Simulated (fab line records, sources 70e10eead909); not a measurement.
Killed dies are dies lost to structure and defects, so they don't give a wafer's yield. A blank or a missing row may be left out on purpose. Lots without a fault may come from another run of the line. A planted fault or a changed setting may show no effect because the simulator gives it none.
Chamber matching | flow nand_harc | NHARC_P_ZERO_WELL_ETCH_63 on rie_si-06: 4 sister chambers
The step etches the open film in HBr/Cl2, target depth 120 nm, time 40.1 s. 4 wafers are shown with their chamber, then 10 later ones without.

WAFERS WITH THEIR CHAMBER
wafer  | chamber | drypump_motor_current_A (A)
L083.6 | 0       | 5.4
L086.5 | 2       | 5.2
L089.1 | 3       | 5.5
L089.3 | 1       | 6.1

WAFERS WITHOUT THEIR CHAMBER
wafer  | drypump_motor_current_A (A)
L089.4 | 5.4
L090.4 | 5.5
L090.5 | 5.4
L090.6 | 5.5
L095.1 | 5.3
L095.4 | 5.5
L095.5 | 5.2
L096.1 | 5.5
L096.5 | 5.4
L096.6 | 5.5

WHICH CHAMBER EACH WENT THROUGH
wafer  | from the rows above     | in truth
L089.4 | 0                       | 0
L090.4 | 3                       | 3
L090.5 | 0                       | 0
L090.6 | 3                       | 3
L095.1 | can't be placed: 2 or 0 | 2
L095.4 | 3                       | 3
L095.5 | 2                       | 2
L096.1 | 3                       | 3
L096.5 | 0                       | 0
L096.6 | 3                       | 3
Placed correctly: 9 of 10. Can't be placed from these rows: 1 (the true chamber is among the candidates in 1). Placed wrongly: 0.
How it was worked out, from the rows above alone: a wafer's distance from a chamber is the root of the sum, over the readings, of the square of ((its reading less the chamber's mean) divided by the reading's scatter). The wafer belongs to the nearest chamber; if the next one is less than 2 further off, it can't be placed. A chamber's mean is the mean of its shown wafers. The scatter: with one shown wafer a chamber, the root of the mean of the squares of how far each hidden wafer lies from its nearest shown one.
